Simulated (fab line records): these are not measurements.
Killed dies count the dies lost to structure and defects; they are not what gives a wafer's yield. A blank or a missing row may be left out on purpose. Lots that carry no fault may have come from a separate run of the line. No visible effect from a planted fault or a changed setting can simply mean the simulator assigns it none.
Split-lot study + flow n5Finfet + 21 wafers read from 7 lots, route of 1938 steps

== ABOUT THE SPLIT ==
At N5_GATE_CUT_COAT_27 (time 60 s, resist thk 10 nm), the setting spinRpm was moved away from the recipe's 1500 rpm on 9 of the 21 wafers read, by -9.3% to +5.9%. The other wafers ran this setting at the recipe's value.

== FROM THE SPLIT TO THE READING: what the file shows between them, 3 steps ==
- N5_GATE_CUT_COAT_07: resist thk 30 nm
- N5_GATE_CUT_EBR_09
- N5_GATE_CUT_DESCUM_18: chemistry O2, time 7 s

== THE READING ==
etch.depthNm (the simulator's own value, which no gauge read), in nm, at N5_GATE_CUT_ETCH_28 (etches underlayer in N2/H2, target depth 13 nm, time 10.4 s). The file does not state a usual value for it. Here, 12 wafers ran the recipe; their average is 9.974 nm with a standard deviation of 0.031 nm.

| wafer  | tool, chamber at the split | spinRpm as run, rpm | against the recipe | etch.depthNm, nm | against lot-mates on the recipe |
|--------|----------------------------|---------------------|--------------------|------------------|---------------------------------|
| L075.4 | lithoTrack-04, 0           | 1500                | recipe             | 9.953            | -                               |
| L075.5 | lithoTrack-04, 0           | 1579                | +5.3%              | 9.761            | -0.192                          |
| L075.6 | lithoTrack-04, 0           | 1579                | +5.3%              | 9.735            | -0.218                          |
| L076.2 | lithoTrack-02, 0           | 1500                | recipe             | 9.966            | -                               |
| L076.3 | lithoTrack-02, 0           | 1500                | recipe             | 9.954            | -                               |
| L076.5 | lithoTrack-02, 0           | 1500                | recipe             | 9.987            | -                               |
| L077.2 | lithoTrack-04, 0           | 1500                | recipe             | 9.998            | -                               |
| L077.3 | lithoTrack-04, 0           | 1500                | recipe             | 9.962            | -                               |
| L077.6 | lithoTrack-04, 0           | 1500                | recipe             | 9.992            | -                               |
| L080.2 | lithoTrack-05, 0           | 1360                | -9.3%              | 10.53            | +0.500                          |
| L080.3 | lithoTrack-05, 0           | 1500                | recipe             | 10.03            | -                               |
| L080.5 | lithoTrack-05, 0           | 1360                | -9.3%              | 10.5             | +0.470                          |
| L087.1 | lithoTrack-02, 0           | 1589                | +5.9%              | 9.76             | -0.233                          |
| L087.3 | lithoTrack-02, 0           | 1500                | recipe             | 9.993            | -                               |
| L087.4 | lithoTrack-02, 0           | 1589                | +5.9%              | 9.677            | -0.316                          |
| L092.4 | lithoTrack-04, 0           | 1500                | recipe             | 9.899            | -                               |
| L092.5 | lithoTrack-04, 0           | 1454                | -3.1%              | 10.11            | +0.178                          |
| L092.6 | lithoTrack-04, 0           | 1500                | recipe             | 9.964            | -                               |
| L097.1 | lithoTrack-04, 0           | 1500                | recipe             | 9.994            | -                               |
| L097.4 | lithoTrack-04, 0           | 1422                | -5.2%              | 10.33            | +0.336                          |
| L097.6 | lithoTrack-04, 0           | 1422                | -5.2%              | 10.3             | +0.306                          |

THE FIT
A straight line over all 21 wafers: etch.depthNm changes by -0.053 nm for each +1% of spinRpm; r = -0.98; the points scatter about the line by 0.042 nm.
The same after taking each lot's own level away (the mean of its wafers on the recipe; 21 wafers): -0.05 nm for each +1%; r = -0.99; scatter 0.032 nm.
According to that fit, moving spinRpm by its largest amount changes the reading by 0.47 nm.
The lots' own levels span 9.9315 to 10.0300 nm, that is 3.1 times the standard deviation above.
The two slopes are in agreement: the lot-to-lot level therefore moves the slope only a little.
Check: +0.477 nm against its lot-mates is what the line predicts for one of the wafers moved furthest among these (-9.3%) when that wafer is left out of the fit. It came out at +0.5 nm against them.

== OTHER SPLITS APPLIED TO THESE WAFERS ==
Other splits were also applied to these wafers ahead of the reading. Each is held against what the fit with the lots' levels taken away leaves over:
| other split on the same wafers  | wafers away from the commonest value | r with etch.depthNm (lot level and that fit taken away) |
|---------------------------------|--------------------------------------|---------------------------------------------------------|
| N5_SD_EPI_P_EPI_21 tempC        | 7                                    | -0.21                                                   |
| N5_HKMG_FIN_HK_ALD_01 aldCycles | 7                                    | +0.38                                                   |
| N5_GATE_CUT_ETCH_58 timeS       | 9                                    | +0.22                                                   |

== THE WHOLE CHAIN: every reading that the file lists as answering this split, in the file's order ==
| step                | what it does                                                | reading                                                                               | change (the file's fit)                | r (the file's) |
|---------------------|-------------------------------------------------------------|---------------------------------------------------------------------------------------|----------------------------------------|----------------|
| N5_GATE_CUT_COAT_27 | time 60 s, resist thk 10 nm                                 | underlayer_of_GATE_CUT_COAT_27.thkNm (the simulator's own value, which no gauge read) | -0.0535 nm for each +1% of the setting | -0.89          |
| N5_GATE_CUT_ETCH_28 | etches underlayer in N2/H2, target depth 13 nm, time 10.4 s | etch.depthNm (the simulator's own value, which no gauge read)                         | -0.0506 nm for each +1% of the setting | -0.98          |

== THE FILE'S OWN FIT ==
etch.depthNm changes by -0.0506 nm for each +1% of spinRpm, r = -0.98.
